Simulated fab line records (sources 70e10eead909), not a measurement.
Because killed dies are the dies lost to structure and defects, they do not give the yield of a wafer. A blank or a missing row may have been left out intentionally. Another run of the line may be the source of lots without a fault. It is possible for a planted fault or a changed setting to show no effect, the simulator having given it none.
A single fault, viewed from 2 desks | flow nand-harc | only its own numbers are on each desk; what lay behind them is given at the end

AT THE TOOL OWNER'S DESK: krf-scanner-04
The tool's own readings at NHARC_P_ZERO_WELL_EXPOSE_34 (exposes mask P PWELL, target cd 720 nm): means of the sampled wafers that have a number, for each lot that ran on this tool. The brackets show how far a lot's mean lies from the usual mean; more than 4 standard deviations puts the lot out of limits, marked OUT.
Columns: A = exposure-dose-mJ-cm2 at NHARC_P_ZERO_WELL_EXPOSE_34, usual 22.310; B = focus-offset-nm at NHARC_P_ZERO_WELL_EXPOSE_34, usual -0.1 nm
lot  | first seen here | A                        | B
L915 | day 2 15:51     | 22.327                   | -0.0
L921 | day 5 04:03     | 14.015 (-99 or more) OUT | 0.3
L923 | day 6 00:05     | 14.039 (-99 or more) OUT | -0.3
Finding of this desk: L921, L923 out of limits; the first was L921 at day 5 04:03, on exposure-dose-mJ-cm2 at NHARC_P_ZERO_WELL_EXPOSE_34. Within limits: L915.

AT THE METROLOGY DESK
What the gauges read, lot by lot, whatever tool the lot ran on: means of the sampled wafers that have a number. The brackets show how far a lot's mean lies from the usual mean; more than 4 standard deviations puts the lot out of limits, marked OUT.
Columns: A = cd-nm at NHARC_P_ZERO_WELL_CD_MEAS_37, usual 720.2 nm
lot  | first seen here | A
L911 | day 1 08:19     | 719.0
L912 | day 1 10:14     | 721.7
L913 | day 1 20:08     | 719.0
L915 | day 2 16:01     | 720.9
L921 | day 5 04:13     | 640.1 (-53) OUT
L923 | day 6 00:14     | 639.5 (-54) OUT
L924 | day 6 10:31     | 721.8
L925 | day 6 19:59     | 722.5
L926 | day 7 05:50     | 719.7
L927 | day 7 16:06     | 720.0
L930 | day 8 22:07     | 720.4
L931 | day 9 07:50     | 720.4
L932 | day 9 19:03     | 721.7
L933 | day 10 03:50    | 719.5
Finding of this desk: L921, L923 out of limits; the first was L921 at day 5 04:13, on cd-nm at NHARC_P_ZERO_WELL_CD_MEAS_37. Within limits: L911, L912, L913, L915, L924, L925, L926, L927, L930, L931, L932, L933.

PUT TOGETHER
The tool owner's desk could have raised an alarm at day 5 04:03, on L921, L923.
L921, L923 would have let the metrology desk raise an alarm at day 5 04:13.
Of the lots named, all ran NHARC_P_ZERO_WELL_EXPOSE_34 on krf-scanner-04.

WHAT THE SIMULATOR HAD INSERTED
Drift in process parameters on krf-scanner-04 at NHARC_P_ZERO_WELL_EXPOSE_34, starting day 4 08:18. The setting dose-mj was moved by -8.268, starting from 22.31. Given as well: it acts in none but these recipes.
Lots struck among those shown: L921, L923.
Fault start to first reading out of limits, in hours, per desk: tool owner, 20; metrology, 20.
